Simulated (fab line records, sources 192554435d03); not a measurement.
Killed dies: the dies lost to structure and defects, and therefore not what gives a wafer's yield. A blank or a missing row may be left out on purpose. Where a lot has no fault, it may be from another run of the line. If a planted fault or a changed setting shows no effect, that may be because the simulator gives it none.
A single fault, viewed from 2 desks ; flow n5Finfet ; what lay behind the numbers comes last; until then each desk has only its own

== THE METROLOGY DESK ==
Lot by lot, what the gauges showed, no matter which tool ran the lot: averages of those sampled wafers that carry a number. If a lot's mean is further than 4 standard deviations from the usual mean, the lot is out of limits and carries the mark OUT (the distance appears in the brackets). It has 10 readings; the 7 that lie furthest out on some lot are the ones shown.
Columns: A = DIBL_P at N5_BEOL_M4_RC_MEAS_101, usual 36.4 mV/V; B = IOFF_P at N5_BEOL_M4_RC_MEAS_101, usual 0.219 nA/um; C = ION_N at N5_BEOL_M4_RC_MEAS_101, usual 678 uA/um; D = ION_P at N5_BEOL_M4_RC_MEAS_101, usual 464 uA/um; E = SS_N at N5_BEOL_M4_RC_MEAS_101, usual 71.5 mV/dec; F = SS_P at N5_BEOL_M4_RC_MEAS_101, usual 73.4 mV/dec; G = VT_P at N5_BEOL_M4_RC_MEAS_101, usual -249 mV
lot;first seen here;A;B;C;D;E;F;G
L894;day 9 09:05;34.1;0.229;669;473;72.1;72.4;-247
L893;day 9 10:55;36.9;0.248;694;473;71.6;73.7;-245
L895;day 10 10:31;37.4;0.228;683;464;72.3;73.2;-247
L896;day 10 17:10;36.4;0.180;676;457;71.3;73.0;-254
L899;day 12 19:20;35.1;0.189;668;459;71.2;73.0;-251
L905;day 14 05:10;35.9;0.176;671;454;71.9;72.9;-254
L912;day 15 15:25;36.7;0.186;678;459;71.3;72.5;-251
L910;day 15 15:37;38.6;0.234;676;465;72.1;73.6;-249
Result from this desk: across the 8 lots, nothing is out of limits.

== DESK OF THE TOOL OWNER: rtpAnneal-01 ==
The tool's own readings at N5_WELL_APT_RTA_34 (time 10 s): means of the sampled wafers that have a number, for each lot that ran on this tool. If a lot's mean is further than 4 standard deviations from the usual mean, the lot is out of limits and carries the mark OUT (the distance appears in the brackets). Of its 10 readings 7 are shown: the one that was out of limits first, and those that lie furthest out on some lot.
Columns: A = lampPowerPct at N5_WELL_APT_RTA_34, usual 13.01 %; B = lamp_zone_1_pct at N5_WELL_APT_RTA_34, usual 12.99 %; C = lamp_zone_2_pct at N5_WELL_APT_RTA_34, usual 12.994 %; D = lamp_zone_3_pct at N5_WELL_APT_RTA_34, usual 12.99 %; E = lamp_zone_4_pct at N5_WELL_APT_RTA_34, usual 12.996 %; F = lamp_zone_5_pct at N5_WELL_APT_RTA_34, usual 12.997 %; G = lamp_zone_7_pct at N5_WELL_APT_RTA_34, usual 13.42 %
lot;first seen here;A;B;C;D;E;F;G
L893;day 2 16:52;12.98;12.99;12.978;12.99;12.974;12.996;13.45
L894;day 2 22:19;13.06;12.99;12.999;13.02;13.013;12.995;13.43
L895;day 3 03:53;12.37 (-13) OUT;12.38 (-20) OUT;12.379 (-21) OUT;12.37 (-20) OUT;12.391 (-20) OUT;12.380 (-21) OUT;12.79 (-20) OUT
L899;day 4 04:09;12.40 (-12) OUT;12.40 (-20) OUT;12.349 (-22) OUT;12.35 (-21) OUT;12.365 (-21) OUT;12.392 (-21) OUT;12.81 (-20) OUT
L910;day 6 23:03;13.03;12.98;13.007;12.95;13.005;13.021;13.42
L912;day 7 10:31;13.00;12.99;13.000;12.99;12.998;13.004;13.44
Finding of this desk: L895, L899 out of limits; the first was L895 at day 3 03:53, on lampPowerPct at N5_WELL_APT_RTA_34. L893, L894, L910, L912: within limits.

== TAKEN TOGETHER ==
The tool owner's desk had the chance to raise an alarm at day 3 03:53 on L895, L899.
At the metrology desk, nothing out of limits was observed.
The metrology desk has L895, L899 on record, within its limits.
Every lot named ran N5_WELL_APT_RTA_34 on rtpAnneal-01.

== WHAT THE SIMULATOR HAD INSERTED ==
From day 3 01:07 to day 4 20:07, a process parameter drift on rtpAnneal-01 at N5_WELL_APT_RTA_34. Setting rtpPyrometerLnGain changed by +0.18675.
Struck lots among those shown: L895, L899.
How many hours passed from the start of the fault until each desk's first out-of-limits reading: the tool owner's desk, 3.
